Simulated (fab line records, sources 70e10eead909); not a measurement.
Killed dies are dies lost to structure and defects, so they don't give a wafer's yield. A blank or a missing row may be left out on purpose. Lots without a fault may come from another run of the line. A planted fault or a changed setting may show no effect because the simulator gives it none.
fab line records | flow nand_harc
record lots=19 wafers=57 last_day=33
route steps=1302 shown A_CONTACT@1015
lots that met no fault: from a run of the same line without faults
start_h: hours from the record's first day to the start of the lot's first wafer shown | wait_h: hours since the lot's step before | " the same as in the row above | L1.1+2: a row that stands for several wafers | - no value, or no start given | * or withheld: withheld | < > ~ a bound
route shown NAME@n: a module of which the file shows steps, and the number in the route of the first | usual: mean/standard deviation of fault-free wafers | same: alike in all rows | chamber/n: place in a boat | sites: the reading at each site | _std_site: their standard deviation | _edge_site: outer sites' mean less inner sites' | radius_mm: how far each site lies from the wafer's centre | mask NAME#n: copy n | behind: the tool/chamber that last shaped the wafer | hold: why the lot was held/for how many hours/how that ended | device: the transistor (n, p or np) that didn't switch | end of line: the same wafers' tests at the end of the route | a step without rows: its recipe alone | killed: dies lost to structure and defects at the first sort, not the wafer's yield | map: a wafer's dies, x killed, . not, _ none there
set.NAME: the setting as run; set.NAME@STEP: as run at that earlier step | model.NAME: the simulator's own value behind a step, which no gauge read
steps of the route over a sample of lots; a table a step, a row a wafer
services: from which hour (start_h, from the record's first day; less than 0 if before it) a tool's chamber was out of use, for how many hours, and why
## steps
# step NHARC_A_CONTACT_ETCH_121
# recipe source_w=withheld pressure_mtorr=20 bias_v=3000 time_s=190 target_depth_a=18500 ar_flow_sccm=withheld c4f8_flow_sccm=withheld o2_flow_sccm=withheld chemistry=C4F8/O2/Ar
# usual chamber_pressure_mTorr=20.004/0.018
# columns lot.wafer tool chamber start_h wait_h chamber_pressure_mTorr rf_hours_counter_h
L075.1 har_cap_etch-02 0 505.67 0.1 19.999 84
L075.4 " 1 " " 20.051 -
L075.5 " 0 " " 19.998 -
L074.2 har_cap_etch-03 0 506.00 0.1 19.984 42
L074.6 " 1 " " 20.008 -
L074.5 " 0 " " 19.995 -
L076.1 har_cap_etch-03 1 520.53 0.1 19.986 45
L076.3 " 0 " " 20.000 -
L076.5 " 0 " " 20.025 -
L078.4 har_cap_etch-02 1 520.93 0.1 19.988 -
L078.5 " 1 " " 20.023 -
L078.6 " 0 " " 20.021 -
L077.1 har_cap_etch-03 0 536.16 0.1 20.002 49
L077.3 " 0 " " 19.991 -
L077.6 " 1 " " 20.009 -
L079.1 har_cap_etch-01 0 556.89 0.1 20.003 8
L079.3 " 0 " " 19.995 -
L079.5 " 0 " " 20.011 -
L081.2 har_cap_etch-01 1 576.39 0.1 20.025 10
L081.3 " 0 " " 19.978 -
L081.5 " 0 " " 19.959 -
L080.3 har_cap_etch-03 0 581.24 0.1 20.021 -
L080.4 " 1 " " 19.995 -
L080.5 " 0 " " 19.983 -
L082.2 har_cap_etch-01 0 586.30 0.2 20.042 12
L082.5 " 1 " " 20.010 -
L082.6 " 0 " " 19.997 -
L084.4 har_cap_etch-01 0 598.51 0.1 20.002 -
L084.6 " 1 " " 20.016 -
L084.5 " 0 " " 19.986 -
L085.2 har_cap_etch-03 0 608.90 0.1 19.989 62
L085.3 " 1 " " 19.985 -
L085.5 " 1 " " 19.997 -
L087.2 har_cap_etch-03 0 619.60 0.1 19.992 64
L087.1 " 1 " " 19.984 64
L087.3 " 1 " " 20.008 -
L089.2 har_cap_etch-03 1 635.42 0.1 20.046 68
L089.4 " 1 " " 20.001 -
L089.5 " 0 " " 20.020 -
L091.1 har_cap_etch-01 1 641.93 0.1 19.994 25
L091.3 " 0 " " 20.005 -
L091.5 " 1 " " 19.978 -
L090.1 har_cap_etch-02 1 643.18 0.1 20.013 112
L090.6 " 1 " " 20.015 -
L090.5 " 0 " " 19.997 -
L088.2 har_cap_etch-03 1 647.94 0.2 20.000 71
L088.1 " 0 " " 20.004 71
L088.3 " 0 " " 20.018 -
L094.2 har_cap_etch-01 1 693.18 0.1 19.978 36
L094.4 " 1 " " 19.981 -
L094.6 " 0 " " 19.994 -
L096.1 har_cap_etch-01 0 705.09 0.1 20.004 38
L096.4 " 1 " " 19.991 -
L096.5 " 0 " " 19.991 -
L097.2 har_cap_etch-03 0 722.10 0.1 20.009 84
L097.1 " 1 " " 20.016 84
L097.3 " 0 " " 20.011 -
# step NHARC_A_CONTACT_STRIP_55
# recipe o2_flow_sccm=500 ar_flow_sccm=0 bias_w=0 chemistry=O2
# usual chamber_pressure_mTorr=60.00/0.055 drypump_motor_current_A=5.7/0.41 mfc_ar_sccm=0.007/0.0098 oes_product_au=1.001/0.0096 rf_vpp_V=57.7/0.95 showerhead_plenum_p_Torr=3.50/0.17 throttle_valve_pct=17.038/0.0095
# columns lot.wafer tool chamber start_h wait_h chamber_pressure_mTorr drypump_motor_current_A mfc_ar_sccm oes_product_au rf_hours_counter_h rf_vpp_V showerhead_plenum_p_Torr throttle_valve_pct
L075.4 rie_diel-01 1 - - 59.94 5.3 0.007 0.995 44 58.4 3.44 17.044
L075.1 " 3 " " 60.00 5.8 0 1.008 18 58.3 3.55 17.039
L075.5 " 0 " " 60.02 6.0 0 1.008 - 56.0 3.34 17.037
L074.2 rie_diel-11 2 - - 59.92 5.8 0.022 0.997 7 58.7 3.34 17.047
L074.5 " 0 " " 59.98 5.4 0 1.009 - 57.8 3.73 17.040
L074.6 " 1 " " 60.09 6.1 0 1.008 - 55.9 3.31 17.029
L076.3 rie_diel-11 3 - - 60.02 5.1 0.011 1.003 11 58.9 3.67 17.042
L076.1 " 2 " " 60.03 5.8 0.022 0.991 10 56.5 3.34 17.040
L076.5 " 0 " " 60.09 5.4 0 0.994 - 57.8 3.72 17.044
L078.4 rie_diel-11 3 - - 60.02 5.0 0.011 1.005 11 57.5 3.67 17.037
L078.5 " 0 " " 60.02 5.4 0 1.005 - 57.3 3.72 17.044
L078.6 " 1 " " 59.96 6.1 0 1.018 - 56.4 3.31 17.043
L077.3 rie_diel-11 3 - - 60.10 5.1 0.011 1.008 14 58.4 3.67 17.039
L077.1 " 0 " " 60.04 5.4 0 1.009 12 58.8 3.72 17.054
L077.6 " 3 " " 59.90 5.0 0.011 1.010 - 58.6 3.67 17.045
L079.1 rie_diel-05 0 - - 60.05 5.0 0.035 1.006 51 57.6 3.55 17.047
L079.3 " 1 " " 60.04 5.8 0.012 1.012 56 61.0 3.71 17.039
L079.5 " 0 " " 59.94 5.0 0.035 1.017 - 57.7 3.55 17.032
L081.3 rie_diel-11 3 - - 60.01 5.1 0.011 1.014 18 58.4 3.66 17.022
L081.2 " 0 " " 60.00 5.4 0 1.010 18 57.0 3.72 17.029
L081.5 " 3 " " 59.98 5.1 0.011 1.022 - 58.6 3.66 17.039
L080.3 rie_diel-11 0 - - 60.00 5.4 0 1.002 20 58.2 3.72 17.040
L080.4 " 2 " " 59.97 5.8 0.022 1.005 21 57.8 3.34 17.043
L080.5 " 0 " " 60.07 5.4 0 1.005 - 57.5 3.72 17.022
L082.2 rie_diel-11 1 - - 59.93 6.1 0 1.011 21 57.4 3.30 17.036
L082.5 " 2 " " 59.92 5.8 0.022 1.008 - 56.2 3.34 17.047
L082.6 " 3 " " 60.02 5.1 0.011 1.006 - 57.8 3.66 17.016
L084.4 rie_diel-01 1 - - 60.06 5.2 0.007 0.987 12 57.9 3.43 17.042
L084.5 " 0 " " 59.97 6.0 0 1.013 - 58.2 3.32 17.040
L084.6 " 1 " " 59.95 5.2 0.007 0.983 - 56.4 3.43 17.042
L085.2 rie_diel-05 2 - - 60.02 5.9 0 1.008 6 57.3 3.56 17.015
L085.3 " 0 " " 59.99 5.0 0.035 0.981 5 57.8 3.54 17.031
L085.5 " 1 " " 60.13 5.8 0.012 0.993 - 57.1 3.70 17.037
L087.2 rie_diel-05 1 - - 60.00 5.8 0.012 0.994 8 59.0 3.70 17.019
L087.3 " 3 " " 60.05 5.2 0 0.991 9 59.0 3.74 17.055
L087.1 " 0 " " 60.02 5.0 0.035 0.991 8 58.2 3.54 17.037
L089.4 rie_diel-01 2 - - 59.96 6.4 0.019 0.990 25 57.4 3.31 17.039
L089.2 " 1 " " 59.96 5.3 0.007 0.984 23 56.6 3.42 17.040
L089.5 " 2 " " 59.99 6.4 0.019 0.983 - 57.5 3.31 17.027
L091.1 rie_diel-01 2 - - 60.00 6.4 0.019 0.983 28 58.8 3.31 17.037
L091.3 " 3 " " 60.03 5.8 0 1.008 29 58.2 3.53 17.044
L091.5 " 1 " " 60.05 5.2 0.007 1.002 - 57.2 3.42 17.045
L090.1 rie_diel-05 0 - - 60.07 5.0 0.035 1.000 19 57.4 3.54 17.033
L090.5 " 2 " " 60.00 5.9 0 1.014 - 59.5 3.55 17.045
L090.6 " 3 " " 60.00 5.2 0 1.000 - 57.3 3.73 17.037
L088.2 rie_diel-01 3 - - 59.91 5.8 0 1.000 31 58.3 3.53 17.037
L088.1 " 0 " " 59.93 5.9 0 1.009 30 55.1 3.31 17.037
L088.3 " 1 " " 60.00 5.3 0.007 0.980 28 57.0 3.42 17.028
L094.4 rie_diel-11 3 - - 59.98 5.1 0.011 1.004 14 57.9 3.65 17.036
L094.2 " 0 " " 59.94 5.4 0 0.998 12 57.8 3.71 17.030
L094.6 " 2 " " 59.91 5.8 0.022 1.002 - 56.8 3.33 17.051
L096.1 rie_diel-01 3 - - 59.99 5.8 0 1.003 53 56.7 3.51 17.040
L096.4 " 3 " " 59.89 5.8 0 1.000 - 56.6 3.51 17.056
L096.5 " 0 " " 59.87 6.0 0 0.990 - 57.5 3.30 17.024
L097.2 rie_diel-05 3 - - 60.04 5.2 0 0.990 49 58.9 3.71 17.025
L097.1 " 0 " " 59.99 5.0 0.035 1.007 42 58.0 3.52 17.046
L097.3 " 1 " " 60.00 5.8 0.012 1.005 42 57.2 3.68 17.043
# step NHARC_A_CONTACT_INSPECT_71
# usual raw_defect_count=80/35
# columns lot.wafer tool chamber start_h wait_h raw_defect_count
L075.1 defect_inspect-02 - 512.26 0.0 49
L075.4 " - " " 47
L075.5 " - " " 53
L074.2 defect_inspect-01 - 512.55 0.0 125
L074.5 " - " " 120
L074.6 " - " " 105
L076.1 defect_inspect-01 - 527.18 0.0 87
L076.3 " - " " 93
L076.5 " - " " 107
L078.4 defect_inspect-01 - 527.53 0.0 107
L078.5 " - " " 111
L078.6 " - " " 118
L077.1 defect_inspect-02 - 544.78 0.0 76
L077.3 " - " " 72
L077.6 " - " " 67
L079.1 defect_inspect-02 - 563.44 0.0 79
L079.3 " - " " 82
L079.5 " - " " 86
L081.2 defect_inspect-01 - 585.02 0.0 61
L081.3 " - " " 53
L081.5 " - " " 72
L080.3 defect_inspect-02 - 588.41 0.0 107
L080.4 " - " " 114
L080.5 " - " " 107
L082.2 defect_inspect-02 - 593.83 0.0 24
L082.5 " - " " 27
L082.6 " - " " 31
L084.4 defect_inspect-02 - 608.65 0.0 11
L084.5 " - " " 12
L084.6 " - " " 11
L085.2 defect_inspect-01 - 615.50 0.1 119
L085.3 " - " " 143
L085.5 " - " " 122
L087.1 defect_inspect-02 - 627.18 0.0 61
L087.2 " - " " 69
L087.3 " - " " 54
L089.2 defect_inspect-02 - 643.33 0.0 88
L089.4 " - " " 96
L089.5 " - " " 102
L091.1 defect_inspect-01 - 648.52 0.0 100
L091.3 " - " " 108
L091.5 " - " " 92
L090.1 defect_inspect-02 - 653.71 0.0 99
L090.5 " - " " 91
L090.6 " - " " 101
L088.1 defect_inspect-02 - 656.84 0.0 65
L088.2 " - " " 61
L088.3 " - " " 62
L094.2 defect_inspect-02 - 699.88 0.0 36
L094.4 " - " " 38
L094.6 " - " " 40
L096.1 defect_inspect-02 - 711.63 0.0 31
L096.4 " - " " 39
L096.5 " - " " 39
L097.1 defect_inspect-02 - 728.83 0.0 34
L097.2 " - " " 44
L097.3 " - " " 46
# step NHARC_A_CONTACT_ETCH_75
# recipe target_depth_a=390 over_etch_frac=0.3 time_s=65 ion_energy_ev=80 cf4_flow_sccm=150 ar_flow_sccm=0 rf_w=300 bias_w=100 chemistry=CF4
# usual chamber_pressure_mTorr=50.00/0.05 drypump_motor_current_A=5.6/0.43 mfc_ar_sccm=0.008/0.01 oes_product_au=1.002/0.011 rf_vpp_V=150.9/1.2 showerhead_plenum_p_Torr=1.75/0.083 throttle_valve_pct=13.283/0.009
# columns lot.wafer tool chamber start_h wait_h chamber_pressure_mTorr drypump_motor_current_A mfc_ar_sccm oes_product_au rf_hours_counter_h rf_vpp_V showerhead_plenum_p_Torr throttle_valve_pct
L075.1 rie_diel-11 3 512.41 0.1 49.98 5.1 0.011 1.018 8 152.6 1.84 13.284
L075.4 " 1 " " 49.96 6.1 0 1.011 7 149.3 1.66 13.282
L075.5 " 3 " " 49.97 5.1 0.011 1.018 - 150.7 1.84 13.274
L074.2 rie_diel-05 0 512.85 0.2 50.00 5.0 0.035 1.014 33 151.0 1.78 13.276
L074.6 " 0 " " 49.94 5.0 0.035 1.015 - 151.1 1.78 13.291
L074.5 " 1 " " 50.08 5.8 0.012 1.011 - 153.5 1.86 13.269
L076.1 rie_diel-11 1 527.33 0.1 49.98 6.1 0 1.020 10 151.2 1.66 13.295
L076.3 " 2 " " 49.95 5.8 0.022 1.010 11 150.8 1.68 13.273
L076.5 " 3 " " 49.98 5.0 0.011 1.027 - 151.6 1.84 13.272
L078.4 rie_diel-01 2 527.68 0.1 49.95 6.4 0.019 0.995 42 149.4 1.67 13.261
L078.5 " 0 " " 49.96 6.0 0 1.006 - 150.7 1.67 13.302
L078.6 " 1 " " 50.02 5.2 0.007 0.997 - 149.9 1.72 13.290
L077.3 rie_diel-11 1 544.93 0.1 49.88 6.1 0 1.001 13 149.4 1.66 13.289
L077.1 " 2 " " 50.02 5.8 0.022 0.995 14 149.8 1.67 13.276
L077.6 " 2 " " 50.03 5.8 0.022 0.989 - 149.8 1.67 13.290
L079.1 rie_diel-11 1 563.59 0.1 49.92 6.1 0 1.002 16 150.4 1.66 13.291
L079.3 " 3 " " 49.98 5.0 0.011 1.026 15 153.3 1.84 13.287
L079.5 " 1 " " 49.97 6.1 0 1.003 - 148.8 1.66 13.287
L081.2 rie_diel-11 0 585.31 0.2 50.02 5.4 0 1.005 21 152.7 1.86 13.289
L081.3 " 2 " " 50.00 5.8 0.022 1.003 21 150.9 1.67 13.284
L081.5 " 0 " " 50.01 5.4 0 1.004 - 153.0 1.86 13.285
L080.4 rie_diel-01 1 588.56 0.1 50.07 5.2 0.007 0.984 9 149.6 1.72 13.290
L080.3 " 2 " " 50.02 6.4 0.019 0.987 8 150.0 1.66 13.281
L080.5 " 1 " " 50.02 5.3 0.007 0.993 - 150.1 1.72 13.282
L082.2 rie_diel-01 1 594.05 0.1 50.08 5.3 0.007 0.978 11 149.5 1.72 13.291
L082.6 " 2 " " 50.09 6.4 0.019 0.989 - 151.6 1.66 13.276
L082.5 " 3 " " 49.99 5.8 0 1.002 - 150.6 1.77 13.288
L084.4 rie_diel-01 1 608.82 0.1 49.97 5.2 0.007 0.973 14 151.9 1.72 13.275
L084.6 " 2 " " 49.91 6.4 0.019 0.986 - 149.6 1.66 13.286
L084.5 " 3 " " 50.07 5.8 0 1.007 - 151.0 1.77 13.288
L085.3 rie_diel-01 3 616.33 0.7 50.01 5.8 0 1.002 17 150.6 1.77 13.293
L085.2 " 1 " " 50.11 5.2 0.007 0.977 16 152.4 1.72 13.283
L085.5 " 2 " " 49.95 6.4 0.019 0.999 - 150.3 1.66 13.288
L087.2 rie_diel-01 1 627.33 0.1 49.88 5.2 0.007 0.987 20 151.3 1.72 13.298
L087.1 " 2 " " 50.03 6.4 0.019 0.989 22 150.2 1.66 13.291
L087.3 " 3 " " 50.00 5.8 0 1.010 22 151.9 1.77 13.275
L089.4 rie_diel-11 2 643.48 0.1 49.96 5.8 0.022 1.003 5 150.0 1.67 13.288
L089.2 " 0 " " 50.03 5.4 0 0.989 4 150.4 1.86 13.290
L089.5 " 3 " " 50.06 5.1 0.011 0.992 - 152.3 1.83 13.275
L091.3 rie_diel-05 3 648.67 0.1 50.07 5.1 0 0.992 21 152.5 1.87 13.278
L091.1 " 2 " " 50.02 5.9 0 1.022 20 151.1 1.78 13.285
L091.5 " 0 " " 50.06 5.0 0.035 1.008 - 152.7 1.77 13.279
L090.1 rie_diel-11 2 653.88 0.1 50.01 5.7 0.022 1.009 6 150.2 1.67 13.289
L090.6 " 3 " " 50.02 5.1 0.011 0.999 - 153.2 1.83 13.273
L090.5 " 0 " " 50.02 5.4 0 0.996 - 151.7 1.86 13.284
L088.3 rie_diel-05 2 656.99 0.1 49.94 5.9 0 1.006 22 151.8 1.78 13.282
L088.2 " 0 " " 49.98 5.0 0.035 1.002 22 151.7 1.77 13.285
L088.1 " 1 " " 49.97 5.8 0.012 0.995 20 152.3 1.85 13.278
L094.4 rie_diel-01 2 700.03 0.1 49.97 6.4 0.019 1.005 50 149.7 1.65 13.292
L094.2 " 3 " " 50.06 5.8 0 1.011 51 150.7 1.76 13.278
L094.6 " 1 " " 49.97 5.2 0.007 0.990 - 149.5 1.71 13.295
L096.4 rie_diel-11 1 711.79 0.1 50.05 6.1 0 1.002 16 149.9 1.65 13.290
L096.1 " 2 " " 50.04 5.8 0.022 1.011 18 149.3 1.67 13.275
L096.5 " 3 " " 49.92 5.0 0.011 1.001 - 151.5 1.83 13.283
L097.1 rie_diel-11 1 728.97 0.1 50.03 6.0 0 1.018 17 150.2 1.65 13.275
L097.2 " 2 " " 50.03 5.8 0.022 1.019 20 150.3 1.67 13.276
L097.3 " 3 " " 50.04 5.0 0.011 1.009 20 151.9 1.83 13.288
# step NHARC_A_CONTACT_ETCH_76
# recipe target_depth_a=2600 over_etch_frac=0.3 time_s=475.3 ion_energy_ev=200 n2_flow_sccm=150 h2_flow_sccm=150 ar_flow_sccm=0 rf_w=400 bias_w=150 chemistry=N2/H2
# usual chamber_pressure_mTorr=30.000/0.025 drypump_motor_current_A=5.6/0.44 mfc_ar_sccm=0.009/0.01 oes_product_au=0.999/0.012 rf_vpp_V=430/3 showerhead_plenum_p_Torr=2.02/0.1 throttle_valve_pct=14.172/0.0089
# columns lot.wafer tool chamber start_h wait_h chamber_pressure_mTorr drypump_motor_current_A mfc_ar_sccm oes_product_au rf_hours_counter_h rf_vpp_V showerhead_plenum_p_Torr throttle_valve_pct
L075.4 rie_diel-11 0 - - 30.032 5.4 0 1.009 7 435 2.17 14.174
L075.1 " 1 " " 29.985 6.1 0 1.003 7 427 1.90 14.173
L075.5 " 3 " " 29.981 5.0 0.011 1.016 - 433 2.13 14.179
L074.2 rie_diel-05 0 - - 29.944 5.0 0.035 1.007 33 431 2.06 14.172
L074.6 " 1 " " 29.979 5.8 0.012 1.014 - 434 2.16 14.168
L074.5 " 2 " " 29.967 5.9 0 0.998 - 432 2.07 14.179
L076.1 rie_diel-11 2 - - 30.036 5.8 0.022 0.999 11 428 1.92 14.173
L076.3 " 0 " " 30.018 5.4 0 1.010 10 434 2.17 14.170
L076.5 " 3 " " 29.980 5.0 0.011 1.017 - 432 2.13 14.172
L078.4 rie_diel-01 0 - - 29.988 6.0 0 0.995 44 427 1.91 14.173
L078.6 " 1 " " 29.987 5.2 0.007 0.986 - 429 1.98 14.161
L078.5 " 2 " " 30.011 6.4 0.019 0.984 - 426 1.91 14.170
L077.3 rie_diel-11 1 - - 29.949 6.0 0 1.003 13 426 1.90 14.183
L077.1 " 2 " " 30.016 5.8 0.022 0.991 14 427 1.92 14.162
L077.6 " 2 " " 30.021 5.8 0.022 0.987 - 426 1.92 14.166
L079.3 rie_diel-11 0 - - 29.985 5.4 0 1.017 15 435 2.16 14.168
L079.1 " 1 " " 29.975 6.0 0 1.002 16 424 1.90 14.169
L079.5 " 3 " " 29.981 5.0 0.011 1.012 - 433 2.13 14.165
L081.3 rie_diel-11 3 - - 30.010 5.1 0.011 1.017 20 434 2.13 14.162
L081.2 " 0 " " 30.028 5.4 0 1.004 21 434 2.16 14.175
L081.5 " 0 " " 30.016 5.4 0 0.995 - 434 2.16 14.169
L080.3 rie_diel-01 3 - - 29.958 5.8 0 1.013 7 431 2.05 14.177
L080.4 " 0 " " 29.991 5.9 0 1.014 9 428 1.91 14.169
L080.5 " 1 " " 30.064 5.2 0.007 0.994 - 429 1.97 14.167
L082.2 rie_diel-01 2 - - 29.974 6.4 0.019 0.991 9 427 1.90 14.161
L082.5 " 2 " " 29.945 6.4 0.019 0.997 - 428 1.90 14.173
L082.6 " 3 " " 30.001 5.8 0 1.008 - 431 2.05 14.180
L084.4 rie_diel-01 0 - - 30.006 6.0 0 1.014 15 427 1.91 14.173
L084.5 " 0 " " 29.989 6.0 0 1.027 - 428 1.90 14.187
L084.6 " 1 " " 30.010 5.2 0.007 0.986 - 429 1.97 14.179
L085.3 rie_diel-01 3 - - 30.001 5.8 0 1.019 18 431 2.04 14.172
L085.2 " 0 " " 29.986 6.0 0 1.029 16 427 1.90 14.181
L085.5 " 1 " " 29.988 5.2 0.007 0.979 - 429 1.97 14.170
L087.1 rie_diel-01 1 - - 29.976 5.2 0.007 0.981 20 431 1.97 14.173
L087.2 " 2 " " 30.034 6.4 0.019 0.985 22 427 1.90 14.164
L087.3 " 3 " " 30.033 5.8 0 0.993 22 430 2.04 14.181
L089.2 rie_diel-11 3 - - 29.980 5.1 0.011 0.984 5 434 2.12 14.174
L089.4 " 1 " " 29.984 6.1 0 1.000 5 427 1.89 14.178
L089.5 " 3 " " 30.000 5.0 0.011 0.997 - 432 2.12 14.153
L091.3 rie_diel-05 0 - - 30.030 5.0 0.035 0.997 19 430 2.04 14.167
L091.1 " 1 " " 30.010 5.8 0.012 0.995 18 434 2.15 14.169
L091.5 " 3 " " 30.001 5.2 0 0.995 - 433 2.17 14.154
L090.1 rie_diel-11 2 - - 30.021 5.9 0.022 1.014 7 427 1.91 14.168
L090.5 " 1 " " 30.021 6.1 0 1.007 - 426 1.89 14.164
L090.6 " 2 " " 29.942 5.9 0.022 1.007 - 427 1.91 14.173
L088.3 rie_diel-05 1 - - 29.978 5.8 0.012 0.997 20 433 2.14 14.171
L088.2 " 3 " " 30.025 5.2 0 0.991 24 434 2.17 14.178
L088.1 " 0 " " 29.998 5.0 0.035 0.991 22 430 2.04 14.180
L094.2 rie_diel-01 1 - - 29.986 5.3 0.007 0.985 45 429 1.96 14.167
L094.4 " 2 " " 30.003 6.4 0.019 0.986 50 426 1.89 14.168
L094.6 " 1 " " 29.998 5.3 0.007 0.985 - 429 1.96 14.174
L096.4 rie_diel-11 2 - - 29.965 5.8 0.022 1.003 18 428 1.91 14.169
L096.1 " 3 " " 29.980 5.1 0.011 1.004 17 432 2.12 14.197
L096.5 " 2 " " 30.018 5.8 0.022 1.001 - 427 1.91 14.171
L097.3 rie_diel-11 1 - - 30.010 6.1 0 1.012 17 425 1.89 14.176
L097.2 " 2 " " 29.973 5.8 0.022 1.007 20 428 1.91 14.154
L097.1 " 3 " " 29.989 5.0 0.011 1.002 20 433 2.12 14.166
# step NHARC_A_CONTACT_ETCH_91
# recipe target_depth_a=400 over_etch_frac=0.5 time_s=85.7 ion_energy_ev=120 ch3f_flow_sccm=50 o2_flow_sccm=30 ar_flow_sccm=200 rf_w=500 bias_w=100 chemistry=CH3F/O2
# usual chamber_pressure_mTorr=25.001/0.02 drypump_motor_current_A=5.7/0.4 mfc_ar_sccm=200.0/0.65 oes_product_au=0.940/0.028 rf_vpp_V=243.9/1.9 showerhead_plenum_p_Torr=2.42/0.12 throttle_valve_pct=20.663/0.01
# columns lot.wafer tool chamber start_h wait_h chamber_pressure_mTorr drypump_motor_current_A mfc_ar_sccm oes_product_au rf_hours_counter_h rf_vpp_V showerhead_plenum_p_Torr throttle_valve_pct
L075.4 rie_diel-11 0 516.27 0.6 24.973 5.4 200.6 0.927 7 246.8 2.60 20.661
L075.1 " 1 " " 24.986 6.0 200.0 0.930 7 239.8 2.30 20.669
L075.5 " 1 " " 25.015 6.0 199.3 0.929 - 242.5 2.30 20.656
L074.2 rie_diel-11 0 516.85 0.7 25.009 5.4 199.9 0.938 7 246.7 2.60 20.661
L074.6 " 2 " " 25.048 5.8 201.3 0.925 - 243.5 2.32 20.654
L074.5 " 3 " " 24.999 5.1 199.9 0.944 - 245.3 2.56 20.670
L076.1 rie_diel-11 1 531.17 0.6 24.986 6.1 199.9 0.946 11 242.5 2.30 20.689
L076.3 " 3 " " 25.017 5.0 199.6 0.955 12 247.0 2.56 20.666
L076.5 " 1 " " 25.023 6.0 199.0 0.932 - 241.7 2.30 20.668
L078.4 rie_diel-01 1 531.61 0.6 24.976 5.2 199.6 0.907 53 244.3 2.39 20.657
L078.6 " 3 " " 25.000 5.8 201.1 0.927 - 245.0 2.47 20.691
L078.5 " 0 " " 24.980 6.0 199.5 0.940 - 241.1 2.32 20.652
L077.3 rie_diel-11 3 548.80 0.6 25.009 5.1 200.0 0.942 15 246.7 2.56 20.672
L077.1 " 2 " " 24.994 5.8 199.4 0.931 15 241.6 2.32 20.661
L077.6 " 3 " " 24.975 5.0 199.7 0.943 - 245.9 2.56 20.672
L079.3 rie_diel-11 1 567.81 0.6 25.008 6.1 199.3 0.940 16 242.5 2.30 20.655
L079.1 " 3 " " 25.020 5.1 201.1 0.938 16 246.6 2.56 20.677
L079.5 " 1 " " 24.996 6.1 199.6 0.944 - 241.4 2.30 20.650
L081.3 rie_diel-11 1 589.17 0.5 25.010 6.1 198.6 0.929 21 241.8 2.29 20.640
L081.2 " 3 " " 24.961 5.1 200.8 0.933 22 247.3 2.55 20.660
L081.5 " 0 " " 24.967 5.4 200.3 0.929 - 245.3 2.60 20.660
L080.3 rie_diel-01 1 592.45 0.6 25.025 5.3 199.6 0.934 11 243.3 2.38 20.651
L080.4 " 2 " " 24.969 6.4 200.2 0.924 9 242.4 2.31 20.653
L080.5 " 0 " " 25.031 6.0 199.0 0.918 - 241.6 2.31 20.663
L082.2 rie_diel-11 2 597.93 0.8 24.989 5.9 200.1 0.925 24 242.4 2.32 20.650
L082.6 " 3 " " 25.039 5.1 200.6 0.939 - 245.8 2.55 20.671
L082.5 " 0 " " 24.995 5.4 200.8 0.924 - 246.7 2.59 20.666
L084.4 rie_diel-01 2 612.69 0.6 24.982 6.4 199.8 0.917 16 242.4 2.30 20.674
L084.5 " 1 " " 25.045 5.3 199.4 0.913 - 242.8 2.38 20.657
L084.6 " 2 " " 24.982 6.4 200.0 0.915 - 242.1 2.30 20.683
L085.2 rie_diel-01 3 620.87 0.7 25.031 5.8 199.5 0.928 20 244.3 2.46 20.672
L085.3 " 1 " " 25.013 5.2 201.2 0.896 18 243.7 2.38 20.667
L085.5 " 2 " " 25.011 6.4 198.8 0.919 - 242.8 2.30 20.675
L087.1 rie_diel-11 1 631.49 1.0 25.009 6.1 199.8 1.003 2 242.5 2.29 20.683
L087.2 " 2 " " 25.004 5.9 200.5 1.010 2 241.4 2.32 20.656
L087.3 " 3 " " 24.989 5.1 200.2 0.988 2 247.2 2.55 20.667
L089.4 rie_diel-01 1 647.36 0.5 25.004 5.3 199.9 0.915 27 243.8 2.38 20.670
L089.2 " 2 " " 24.998 6.4 199.8 0.912 29 241.9 2.30 20.660
L089.5 " 0 " " 24.973 6.0 200.1 0.944 - 242.8 2.30 20.638
L091.3 rie_diel-11 3 652.54 0.5 24.990 5.1 199.2 0.914 6 246.1 2.55 20.663
L091.1 " 2 " " 24.990 5.8 199.8 0.917 6 243.3 2.32 20.677
L091.5 " 0 " " 25.000 5.4 199.1 0.915 - 246.4 2.59 20.665
L090.1 rie_diel-01 1 657.75 0.7 24.976 5.3 198.9 0.907 29 242.7 2.38 20.657
L090.6 " 3 " " 25.017 5.8 199.8 0.930 - 244.5 2.46 20.671
L090.5 " 0 " " 25.003 6.0 200.6 0.940 - 241.9 2.30 20.656
L088.3 rie_diel-11 1 660.87 0.5 25.012 6.0 199.7 1.008 8 242.8 2.29 20.660
L088.1 " 2 " " 25.019 5.8 200.9 1.006 8 242.7 2.32 20.659
L088.2 " 0 " " 25.018 5.4 199.9 0.998 7 245.8 2.59 20.660
L094.2 rie_diel-01 3 703.88 0.7 25.025 5.8 200.4 0.929 53 244.2 2.45 20.663
L094.4 " 1 " " 24.981 5.2 198.4 0.919 46 240.8 2.37 20.658
L094.6 " 0 " " 24.993 6.0 200.0 0.920 - 242.8 2.29 20.663
L096.1 rie_diel-01 1 715.66 0.7 25.000 5.2 200.0 0.924 47 244.4 2.37 20.669
L096.5 " 1 " " 24.984 5.3 199.3 0.918 - 243.5 2.37 20.666
L096.4 " 3 " " 24.971 5.8 199.9 0.923 - 245.0 2.45 20.673
L097.3 rie_diel-05 3 732.84 0.6 24.959 5.2 200.9 0.920 52 246.8 2.59 20.658
L097.1 " 1 " " 25.002 5.8 199.5 0.921 47 246.9 2.57 20.657
L097.2 " 2 " " 25.014 5.9 200.6 0.925 53 243.6 2.46 20.686
## services
# columns tool chamber start_h hours kind
rie_diel-11 0 490.69 - clean
rie_diel-11 1 490.69 - clean
rie_diel-11 2 490.69 - clean
rie_diel-11 3 490.69 - clean
rie_diel-05 3 491.62 1.4 repair
har_cap_etch-01 - 497.00 17.0 pm
rie_diel-11 0 515.19 - clean
rie_diel-11 1 515.19 - clean
rie_diel-11 2 515.19 - clean
rie_diel-11 3 515.19 - clean
rie_diel-11 0 539.69 - clean
rie_diel-11 1 539.69 - clean
rie_diel-11 - 547.39 0.5 repair
rie_diel-11 3 550.39 8.1 repair
rie_diel-01 - 558.24 9.0 pm
rie_diel-05 - 583.85 9.0 pm
rie_diel-11 - 609.69 9.0 pm
rie_diel-11 - 619.94 0.7 repair
rie_diel-05 2 682.78 3.6 repair
rie_diel-01 3 688.07 2.9 repair
rie_diel-01 2 690.59 2.4 repair
rie_diel-11 - 708.43 0.9 repair
rie_diel-01 - 716.62 0.8 repair
rie_diel-01 1 728.06 8.6 repair
## key
fault none
